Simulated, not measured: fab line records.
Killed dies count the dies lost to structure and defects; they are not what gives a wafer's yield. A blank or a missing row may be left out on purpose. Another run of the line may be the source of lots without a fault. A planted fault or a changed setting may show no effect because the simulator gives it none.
Matching of chambers || flow n5 finfet || N5_FIN_SAQP_SPACER1_ETCHBACK_25 on rie diel-04: 4 sister chambers
The step etches SiO2 in CHF3/O2, target depth 24.4 nm, time 12.2 s. 4 wafers are shown with their chamber, then 7 later ones without.

== WAFERS PAIRED WITH THEIR CHAMBERS ==
{"wafer": "L971.4", "chamber": 1, "throttle valve pct (%)": 19.32}
{"wafer": "L973.6", "chamber": 3, "throttle valve pct (%)": 19.27}
{"wafer": "L974.4", "chamber": 0, "throttle valve pct (%)": 18.48}
{"wafer": "L974.5", "chamber": 2, "throttle valve pct (%)": 18.77}

== WAFERS WITHOUT THEIR CHAMBER ==
{"wafer": "L974.6", "throttle valve pct (%)": 19.26}
{"wafer": "L980.3", "throttle valve pct (%)": 19.28}
{"wafer": "L980.4", "throttle valve pct (%)": 18.81}
{"wafer": "L980.6", "throttle valve pct (%)": 19.29}
{"wafer": "L984.3", "throttle valve pct (%)": 18.51}
{"wafer": "L984.4", "throttle valve pct (%)": 18.82}
{"wafer": "L984.5", "throttle valve pct (%)": 19.29}

== WHICH CHAMBER EACH WENT THROUGH ==
{"wafer": "L974.6", "from the rows above": "can't be placed: 3 or 1", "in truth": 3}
{"wafer": "L980.3", "from the rows above": "can't be placed: 3 or 1", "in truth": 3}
{"wafer": "L980.4", "from the rows above": 2, "in truth": 2}
{"wafer": "L980.6", "from the rows above": "can't be placed: 3 or 1", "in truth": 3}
{"wafer": "L984.3", "from the rows above": 0, "in truth": 0}
{"wafer": "L984.4", "from the rows above": 2, "in truth": 2}
{"wafer": "L984.5", "from the rows above": "can't be placed: 3 or 1", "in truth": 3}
3 of 7 placed correctly. These rows do not allow placing 4 (true chamber among the candidates in 4). Placed wrongly: 0.
How it was worked out, from the rows above alone: a wafer's distance from a chamber is the root of the sum, over the readings, of the square of ((its reading less the chamber's mean) divided by the reading's scatter). If the next closest chamber is less than 2 further off than the closest, the wafer can't be placed; otherwise it belongs to the closest. Each chamber's mean is taken over the wafers shown for it. The scatter (one wafer shown for each chamber): square how far every hidden wafer sits from the nearest shown wafer, average those squares and take the square root.
